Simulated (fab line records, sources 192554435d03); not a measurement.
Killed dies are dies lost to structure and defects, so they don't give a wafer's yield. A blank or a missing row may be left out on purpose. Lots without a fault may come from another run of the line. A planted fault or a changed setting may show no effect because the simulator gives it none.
Chamber matching | flow n5_finfet | N5_GATE_CUT_STRIP_42 on rie_diel-01: 4 sister chambers
The step strips in O2. 16 wafers are shown with their chamber, then 8 later ones without.

WAFERS WITH THEIR CHAMBER
wafer  | chamber | drypump_motor_current_A (A) | showerhead_plenum_p_Torr (Torr) | throttle_valve_pct (%)
L075.3 | 0       | 6.0                         | 2.17                            | 16.89
L075.4 | 1       | 5.8                         | 2.24                            | 16.37
L075.5 | 1       | 5.8                         | 2.24                            | 16.37
L076.1 | 2       | 6.4                         | 2.17                            | 16.90
L076.2 | 0       | 6.0                         | 2.17                            | 16.88
L076.3 | 1       | 5.8                         | 2.24                            | 16.38
L076.4 | 3       | 4.9                         | 2.15                            | 16.63
L076.5 | 0       | 6.0                         | 2.17                            | 16.89
L076.6 | 3       | 4.9                         | 2.15                            | 16.62
L083.1 | 0       | 6.0                         | 2.16                            | 16.93
L083.2 | 2       | 6.4                         | 2.17                            | 16.90
L083.4 | 2       | 6.3                         | 2.17                            | 16.91
L085.2 | 1       | 5.8                         | 2.23                            | 16.41
L085.4 | 3       | 4.9                         | 2.15                            | 16.67
L085.6 | 3       | 4.9                         | 2.15                            | 16.67
L087.1 | 3       | 4.9                         | 2.15                            | 16.65

SIGNATURES (means of the wafers above)
reading                  | chamber 0 | chamber 1 | chamber 2 | chamber 3 | scatter within a chamber
drypump_motor_current_A  | 6.000     | 5.800     | 6.367     | 4.900     | 0.0236
showerhead_plenum_p_Torr | 2.1675    | 2.2375    | 2.1700    | 2.1500    | 0.00354
throttle_valve_pct       | 16.8975   | 16.3825   | 16.9033   | 16.6480   | 0.0198
Rule: a wafer's distance from a chamber is the root of the sum, over the readings, of the square of ((its reading less the chamber's mean) divided by the reading's scatter). The wafer belongs to the nearest chamber; if the next one is less than 2 further off, it can't be placed. The scatter: the root of (the sum of the squares of (reading less its chamber's mean) over the shown wafers, divided by (wafers less chambers)).

WAFERS WITHOUT THEIR CHAMBER
wafer  | drypump_motor_current_A (A) | showerhead_plenum_p_Torr (Torr) | throttle_valve_pct (%)
L087.2 | 6.0                         | 2.16                            | 16.92
L087.3 | 6.3                         | 2.16                            | 16.95
L087.4 | 5.8                         | 2.23                            | 16.42
L087.5 | 6.3                         | 2.16                            | 16.93
L087.6 | 5.8                         | 2.23                            | 16.42
L097.1 | 5.8                         | 2.22                            | 16.46
L097.4 | 5.8                         | 2.22                            | 16.47
L097.5 | 4.9                         | 2.14                            | 16.24

WHICH CHAMBER EACH WENT THROUGH
wafer  | from the rows above | in truth
L087.2 | 0                   | 0
L087.3 | 2                   | 2
L087.4 | 1                   | 1
L087.5 | 2                   | 2
L087.6 | 1                   | 1
L097.1 | 1                   | 1
L097.4 | 1                   | 1
L097.5 | 3                   | 3
Placed correctly: 8 of 8. Can't be placed from these rows: 0. Placed wrongly: 0.
